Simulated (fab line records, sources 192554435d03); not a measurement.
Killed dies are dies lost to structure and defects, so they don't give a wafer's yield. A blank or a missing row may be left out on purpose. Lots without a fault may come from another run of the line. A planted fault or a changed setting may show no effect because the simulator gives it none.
Chamber matching | flow n5_finfet | N5_BEOL_M3_PRE_CLEAN_60 on cvd_co-02: 3 sister chambers
The step time 15 s. 6 wafers are shown with their chamber, then 12 later ones without.

WAFERS WITH THEIR CHAMBER
wafer  | chamber | heater_power_w (W) | rf_fwd_power_W (W)
L078.2 | 0       | 106                | 298.1
L081.2 | 1       | 116                | 295.2
L081.4 | 1       | 117                | 295.8
L086.1 | 2       | 79                 | 296.0
L086.4 | 2       | 77                 | 296.0
L086.5 | 0       | 102                | 298.1

WAFERS WITHOUT THEIR CHAMBER
wafer  | heater_power_w (W) | rf_fwd_power_W (W)
L092.3 | 106                | 296.4
L092.5 | 105                | 298.2
L092.6 | 80                 | 297.7
L093.4 | 106                | 297.4
L093.5 | 119                | 295.2
L093.6 | 80                 | 297.9
L096.1 | 115                | 293.8
L096.2 | 110                | 298.2
L096.4 | 81                 | 299.1
L097.1 | 104                | 297.5
L097.4 | 107                | 296.0
L097.6 | 115                | 294.8

WHICH CHAMBER EACH WENT THROUGH
wafer  | from the rows above     | in truth
L092.3 | can't be placed: 1 or 0 | 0
L092.5 | 0                       | 0
L092.6 | 2                       | 2
L093.4 | 0                       | 0
L093.5 | 1                       | 1
L093.6 | 2                       | 2
L096.1 | 1                       | 1
L096.2 | 0                       | 0
L096.4 | can't be placed: 2 or 0 | 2
L097.1 | 0                       | 0
L097.4 | 1                       | 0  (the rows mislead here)
L097.6 | 1                       | 1
Placed correctly: 9 of 12. Can't be placed from these rows: 2 (the true chamber is among the candidates in 2). Placed wrongly: 1.
How it was worked out, from the rows above alone: a wafer's distance from a chamber is the root of the sum, over the readings, of the square of ((its reading less the chamber's mean) divided by the reading's scatter). The wafer belongs to the nearest chamber; if the next one is less than 2 further off, it can't be placed. A chamber's mean is the mean of its shown wafers. The scatter: the root of (the sum of the squares of (reading less its chamber's mean) over the shown wafers, divided by (wafers less chambers)).
